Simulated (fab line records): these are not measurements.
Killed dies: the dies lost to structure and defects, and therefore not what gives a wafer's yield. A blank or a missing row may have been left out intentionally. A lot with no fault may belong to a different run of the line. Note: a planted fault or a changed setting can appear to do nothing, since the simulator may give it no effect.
The tool behind it: which one? | flow nand_harc | Sampling: 24 lots, 72 wafers, 6 of 1159 route steps

## WHAT THE GAUGES SHOWED, per wafer
The record holds no reading of a measuring or inspecting step that can be judged against a usual standard deviation.

## EACH LOT AND THE TOOL THAT RAN IT (in order: tool; ch and the chambers of the sampled wafers; start)
lot  | NHARC_A_WL_FILL_ALD_00           | NHARC_A_WL_FILL_RTA_01           | NHARC_A_WL_FILL_CMP_12        | NHARC_A_CONTACT_ETCH_111             | NHARC_A_CONTACT_ETCH_112             | NHARC_A_CONTACT_DEP_58
L074 | ald_hk-02 ch 0,1,2, day 15 08:40 | rtp_anneal-02 ch 0, day 15 08:58 | cmp-02 ch 1,2,3, day 16 11:56 | har_cap_etch-02 ch 0,1, day 16 17:34 | har_cap_etch-02 ch 0,1, day 16 17:46 | pecvd-02 ch 1,2, day 16 22:17
L075 | ald_hk-04 ch 0,2,3, day 15 08:41 | rtp_anneal-02 ch 0, day 15 09:10 | cmp-04 ch 0,1,3, day 16 14:18 | har_cap_etch-03 ch 0,1, day 16 20:15 | har_cap_etch-03 ch 0,1, day 16 20:25 | pecvd-03 ch 1,2, day 17 01:49
L076 | ald_hk-03 ch 0,1,3, day 15 08:45 | rtp_anneal-01 ch 0, day 15 08:56 | cmp-02 ch 0,2,3, day 16 19:52 | har_cap_etch-02 ch 0,1, day 17 01:42 | har_cap_etch-02 ch 0,1, day 17 01:53 | pecvd-04 ch 0,2, day 17 08:51
L079 | ald_hk-03 ch 0,2,3, day 15 15:50 | rtp_anneal-01 ch 0, day 15 16:13 | cmp-04 ch 0,1, day 16 19:49   | har_cap_etch-03 ch 0,1, day 17 02:09 | har_cap_etch-03 ch 0,1, day 17 02:21 | pecvd-03 ch 0,2, day 17 09:11
L077 | ald_hk-02 ch 0,1, day 16 02:41   | rtp_anneal-02 ch 0, day 16 02:55 | cmp-02 ch 0,1,3, day 17 08:55 | har_cap_etch-01 ch 0,1, day 17 16:38 | har_cap_etch-01 ch 0,1, day 17 16:50 | pecvd-04 ch 0,2, day 17 22:12
L081 | ald_hk-04 ch 0,1,2, day 16 02:41 | rtp_anneal-01 ch 0, day 16 02:55 | cmp-02 ch 1,3, day 17 04:37   | har_cap_etch-03 ch 0,1, day 17 13:20 | har_cap_etch-03 ch 0,1, day 17 13:32 | pecvd-04 ch 0,1,2, day 17 19:41
L080 | ald_hk-03 ch 0,1,2, day 16 02:41 | rtp_anneal-02 ch 0, day 16 03:05 | cmp-02 ch 0,2, day 17 13:10   | har_cap_etch-01 ch 1, day 17 19:00   | har_cap_etch-01 ch 1, day 17 19:11   | pecvd-02 ch 0,1,2, day 18 01:23
L078 | ald_hk-03 ch 1,2,3, day 16 05:50 | rtp_anneal-01 ch 0, day 16 06:05 | cmp-04 ch 0,2,3, day 17 13:36 | har_cap_etch-02 ch 0,1, day 17 20:06 | har_cap_etch-02 ch 0,1, day 17 20:18 | pecvd-02 ch 0,1,2, day 18 01:33
L082 | ald_hk-04 ch 0,1,3, day 17 08:14 | rtp_anneal-02 ch 0, day 17 08:31 | cmp-04 ch 0,2,3, day 18 13:25 | har_cap_etch-02 ch 0,1, day 18 19:04 | har_cap_etch-02 ch 0,1, day 18 19:16 | pecvd-02 ch 0,1, day 18 23:47
L084 | ald_hk-02 ch 0,1, day 17 17:44   | rtp_anneal-01 ch 0, day 17 18:00 | cmp-02 ch 0,1, day 18 21:24   | har_cap_etch-03 ch 0,1, day 19 03:23 | har_cap_etch-03 ch 0,1, day 19 03:35 | pecvd-02 ch 0,1,2, day 19 08:44
L083 | ald_hk-03 ch 0,1, day 17 17:44   | rtp_anneal-02 ch 0, day 17 18:07 | cmp-02 ch 1,2, day 19 03:04   | har_cap_etch-02 ch 0,1, day 19 08:31 | har_cap_etch-02 ch 0,1, day 19 08:46 | pecvd-02 ch 0,1,2, day 19 13:42
L086 | ald_hk-02 ch 0,3, day 17 17:55   | rtp_anneal-01 ch 0, day 17 18:10 | cmp-04 ch 0,1, day 18 22:46   | har_cap_etch-02 ch 0,1, day 19 04:59 | har_cap_etch-02 ch 0,1, day 19 05:10 | pecvd-04 ch 0,1,2, day 19 09:59
L085 | ald_hk-03 ch 2,3, day 17 17:55   | rtp_anneal-02 ch 0, day 17 18:17 | cmp-02 ch 0,3, day 19 01:45   | har_cap_etch-01 ch 1, day 19 07:16   | har_cap_etch-01 ch 1, day 19 07:28   | pecvd-03 ch 0,1, day 19 11:59
L088 | ald_hk-04 ch 0,2, day 17 21:06   | rtp_anneal-01 ch 0, day 17 21:24 | cmp-02 ch 0,3, day 19 07:29   | har_cap_etch-02 ch 0,1, day 19 13:14 | har_cap_etch-02 ch 0,1, day 19 13:29 | pecvd-02 ch 1,2, day 19 20:14
L089 | ald_hk-04 ch 0,2,3, day 18 10:31 | rtp_anneal-02 ch 0, day 18 10:44 | cmp-03 ch 0,1, day 19 15:25   | har_cap_etch-03 ch 0,1, day 19 21:09 | har_cap_etch-03 ch 0,1, day 19 21:23 | pecvd-04 ch 0,2, day 20 05:11
L087 | ald_hk-04 ch 0,1,3, day 18 10:40 | rtp_anneal-02 ch 0, day 18 10:55 | cmp-02 ch 0,1,2, day 19 15:25 | har_cap_etch-02 ch 0,1, day 19 21:33 | har_cap_etch-02 ch 0,1, day 19 21:44 | pecvd-03 ch 0,1, day 20 04:26
L090 | ald_hk-02 ch 0,1,3, day 19 02:43 | rtp_anneal-02 ch 0, day 19 03:07 | cmp-03 ch 0,1,3, day 20 04:29 | har_cap_etch-01 ch 0,1, day 20 10:15 | har_cap_etch-01 ch 0,1, day 20 10:24 | pecvd-02 ch 0,1,2, day 20 16:04
L093 | ald_hk-03 ch 0,2,3, day 19 09:32 | rtp_anneal-02 ch 0, day 19 09:46 | cmp-04 ch 0,1,3, day 20 15:58 | har_cap_etch-02 ch 0,1, day 20 22:56 | har_cap_etch-02 ch 0,1, day 20 23:07 | pecvd-04 ch 0,2, day 21 09:50
L092 | ald_hk-04 ch 0,1,2, day 19 09:36 | rtp_anneal-02 ch 0, day 19 10:02 | cmp-04 ch 0,1, day 20 15:47   | har_cap_etch-03 ch 0,1, day 20 21:47 | har_cap_etch-03 ch 0,1, day 20 21:57 | pecvd-02 ch 1,2, day 21 08:11
L094 | ald_hk-02 ch 0,1,3, day 19 09:41 | rtp_anneal-01 ch 0, day 19 10:10 | cmp-03 ch 0,1, day 20 21:12   | har_cap_etch-02 ch 0,1, day 21 06:41 | har_cap_etch-02 ch 0,1, day 21 06:50 | pecvd-02 ch 0,1,2, day 21 13:43
L091 | ald_hk-03 ch 0,1,3, day 19 17:20 | rtp_anneal-01 ch 0, day 19 17:39 | cmp-04 ch 0,1,2, day 20 20:41 | har_cap_etch-03 ch 0,1, day 21 03:40 | har_cap_etch-03 ch 0,1, day 21 03:52 | pecvd-04 ch 1,2, day 21 11:55
L095 | ald_hk-03 ch 0,1,2, day 20 06:57 | rtp_anneal-01 ch 0, day 20 07:13 | cmp-02 ch 0,2,3, day 21 18:10 | har_cap_etch-01 ch 0,1, day 22 01:22 | har_cap_etch-01 ch 0,1, day 22 01:34 | pecvd-03 ch 0,1,2, day 22 06:06
L096 | ald_hk-04 ch 0,2,3, day 20 13:31 | rtp_anneal-01 ch 0, day 20 13:49 | cmp-03 ch 0,1,3, day 22 01:56 | har_cap_etch-02 ch 0,1, day 22 07:31 | har_cap_etch-02 ch 0,1, day 22 07:41 | pecvd-03 ch 0,2, day 22 12:19
L097 | ald_hk-03 ch 0,2,3, day 20 13:32 | rtp_anneal-02 ch 0, day 20 13:50 | cmp-04 ch 0,1,3, day 22 05:08 | har_cap_etch-01 ch 0,1, day 22 11:47 | har_cap_etch-01 ch 0,1, day 22 12:02 | pecvd-04 ch 1,2, day 22 17:59
- NHARC_A_WL_FILL_ALD_00: deposits Al2O3, target thk 3 nm, pulse time 3 s, ald cycles 30.
- NHARC_A_WL_FILL_RTA_01: time 5 s.
- NHARC_A_WL_FILL_CMP_12: polishes, t overpolish 30 s, target thk 75 nm.
- NHARC_A_CONTACT_ETCH_111: etches the open film in C4F8/O2/Ar, time 140 s, target depth 700 nm.
- NHARC_A_CONTACT_ETCH_112: etches the open film in C4F8/O2/Ar, time 94 s, target depth 922 nm.
- NHARC_A_CONTACT_DEP_58: deposits SiON, target thk 60 nm.

## WHAT THE TOOLS THEMSELVES READ (means of the sampled wafers that have a number; where no wafer has one, the mark that the record gives instead)
NHARC_A_WL_FILL_ALD_00. Usual: heater_power_w 470 W, standard deviation 36; precursor_pulse_height_rel 0.998, standard deviation 0.019.
lot  | tool      | heater_power_w (W) | precursor_pulse_height_rel | flag
L074 | ald_hk-02 | 503                | 1.008                      |
L075 | ald_hk-04 | 439                | 0.980                      |
L076 | ald_hk-03 | 487                | 0.966                      |
L079 | ald_hk-03 | 462                | 0.982                      |
L077 | ald_hk-02 | 482                | 0.997                      |
L081 | ald_hk-04 | 460                | 0.999                      |
L080 | ald_hk-03 | 488                | 1.002                      |
L078 | ald_hk-03 | 480                | 1.032                      |
L082 | ald_hk-04 | 442                | 1.002                      |
L084 | ald_hk-02 | 475                | 1.003                      |
L083 | ald_hk-03 | 493                | 0.999                      |
L086 | ald_hk-02 | 442                | 1.006                      |
L085 | ald_hk-03 | 458                | 0.995                      |
L088 | ald_hk-04 | 450                | 1.005                      |
L089 | ald_hk-04 | 442                | 0.997                      |
L087 | ald_hk-04 | 446                | 1.000                      |
L090 | ald_hk-02 | 465                | 0.995                      |
L093 | ald_hk-03 | 466                | 0.996                      |
L092 | ald_hk-04 | 458                | 1.014                      |
L094 | ald_hk-02 | 464                | 1.008                      |
L091 | ald_hk-03 | 497                | 1.012                      |
L095 | ald_hk-03 | 490                | 0.994                      |
L096 | ald_hk-04 | 442                | 0.984                      |
L097 | ald_hk-03 | 463                | 0.983                      |

NHARC_A_WL_FILL_RTA_01. Usual: lamp_power_pct 29.9 %, standard deviation 2.4; wafer_temp_C_max 1004.4, standard deviation 0.94.
lot  | tool          | lamp_power_pct (%) | wafer_temp_C_max | flag
L074 | rtp_anneal-02 | 27.7               | 1003.9           |
L075 | rtp_anneal-02 | 27.6               | 1005.4           |
L076 | rtp_anneal-01 | 32.6               | 1004.6           |
L079 | rtp_anneal-01 | 32.6               | 1003.1           |
L077 | rtp_anneal-02 | 27.7               | 1004.7           |
L081 | rtp_anneal-01 | 32.6               | 1004.8           |
L080 | rtp_anneal-02 | 27.7               | 1005.1           |
L078 | rtp_anneal-01 | 32.7               | 1003.6           |
L082 | rtp_anneal-02 | 27.7               | 1005.1           |
L084 | rtp_anneal-01 | 32.6               | 1005.0           |
L083 | rtp_anneal-02 | 27.7               | 1003.4           |
L086 | rtp_anneal-01 | 32.6               | 1005.8           |
L085 | rtp_anneal-02 | 27.7               | 1004.1           |
L088 | rtp_anneal-01 | 32.6               | 1004.5           |
L089 | rtp_anneal-02 | 27.7               | 1003.8           |
L087 | rtp_anneal-02 | 27.7               | 1005.0           |
L090 | rtp_anneal-02 | 27.7               | 1004.8           |
L093 | rtp_anneal-02 | 27.7               | 1005.3           |
L092 | rtp_anneal-02 | 27.7               | 1004.7           |
L094 | rtp_anneal-01 | 32.6               | 1003.9           |
L091 | rtp_anneal-01 | 32.6               | 1003.9           |
L095 | rtp_anneal-01 | 32.6               | 1003.5           |
L096 | rtp_anneal-01 | 32.6               | 1004.2           |
L097 | rtp_anneal-02 | 27.7               | 1004.6           |

NHARC_A_WL_FILL_CMP_12. Usual: motor_current_A 12.1 A, standard deviation 1.3; overpolish_run_s 30.000 s, standard deviation 0.0087; retaining_ring_pressure_frac 0.999, standard deviation 0.0048; time_to_endpoint_s 15.3 s, standard deviation 2.4.
lot  | tool   | motor_current_A (A) | overpolish_run_s (s) | retaining_ring_pressure_frac | time_to_endpoint_s (s) | flag
L074 | cmp-02 | 12.0                | 29.995               | 1.000                        | 16.7                   |
L075 | cmp-04 | 12.3                | 29.995               | 1.000                        | 17.6                   |
L076 | cmp-02 | 11.7                | 30.002               | 0.999                        | 17.9                   |
L079 | cmp-04 | 12.7                | 29.996               | 0.997                        | 17.5                   |
L077 | cmp-02 | 12.7                | 30.001               | 0.997                        | 16.8                   |
L081 | cmp-02 | 14.0                | 30.002               | 0.998                        | 12.7                   |
L080 | cmp-02 | 10.6                | 29.999               | 0.995                        | 15.3                   |
L078 | cmp-04 | 12.3                | 30.003               | 1.003                        | 13.6                   |
L082 | cmp-04 | 12.1                | 29.997               | 0.997                        | 17.7                   |
L084 | cmp-02 | 12.1                | 30.003               | 0.998                        | 14.3                   |
L083 | cmp-02 | 10.8                | 29.998               | 0.997                        | 14.5                   |
L086 | cmp-04 | 11.9                | 30.006               | 0.999                        | 16.0                   |
L085 | cmp-02 | 12.5                | 30.008               | 1.000                        | 17.4                   |
L088 | cmp-02 | 12.8                | 29.989               | 1.003                        | 15.5                   |
L089 | cmp-03 | 12.3                | 29.995               | 0.997                        | 11.4                   |
L087 | cmp-02 | 11.1                | 30.004               | 1.001                        | 12.6                   |
L090 | cmp-03 | 12.1                | 30.005               | 1.006                        | 14.3                   |
L093 | cmp-04 | 12.2                | 29.995               | 1.000                        | 14.4                   |
L092 | cmp-04 | 12.6                | 29.999               | 0.999                        | 15.2                   |
L094 | cmp-03 | 12.2                | 29.996               | 1.000                        | 14.4                   |
L091 | cmp-04 | 12.1                | 30.009               | 0.994                        | 15.5                   |
L095 | cmp-02 | 11.8                | 30.001               | 1.002                        | 18.0                   |
L096 | cmp-03 | 11.9                | 29.995               | 1.002                        | 11.1                   |
L097 | cmp-04 | 12.1                | 30.003               | 0.996                        | 17.5                   |

NHARC_A_CONTACT_DEP_58. Usual: heater_power_w reads 749 W (standard deviation 85).
lot  | tool     | heater_power_w (W) | flag
L074 | pecvd-02 | 791                |
L075 | pecvd-03 | 690                |
L076 | pecvd-04 | 714                |
L079 | pecvd-03 | 813                |
L077 | pecvd-04 | 701                |
L081 | pecvd-04 | 681                |
L080 | pecvd-02 | 801                |
L078 | pecvd-02 | 766                |
L082 | pecvd-02 | 785                |
L084 | pecvd-02 | 816                |
L083 | pecvd-02 | 798                |
L086 | pecvd-04 | 681                |
L085 | pecvd-03 | 695                |
L088 | pecvd-02 | 835                |
L089 | pecvd-04 | 730                |
L087 | pecvd-03 | 771                |
L090 | pecvd-02 | 809                |
L093 | pecvd-04 | 743                |
L092 | pecvd-02 | 797                |
L094 | pecvd-02 | 797                |
L091 | pecvd-04 | 711                |
L095 | pecvd-03 | 774                |
L096 | pecvd-03 | 797                |
L097 | pecvd-04 | 667                |

## THE ANSWER, worked out from the rows above alone
Rule: take the mean of a lot's wafers that have a number; if it is more than 3 standard deviations from the usual mean, the lot is off. Also off: a lot with no number at a reading for which 4 or more lots have one. All remaining lots with rows at the step are treated as sound. The gauges are gone through in route order, then the tools' own readings, and for those a lot's mean is taken as printed above. The first step at which some lot is off is used, and at that step the reading that is off furthest; a lot without a number counts as furthest.
Nothing can be told from this: no lot is off at any reading shown.

## WHAT THE SIMULATOR HAD INSERTED
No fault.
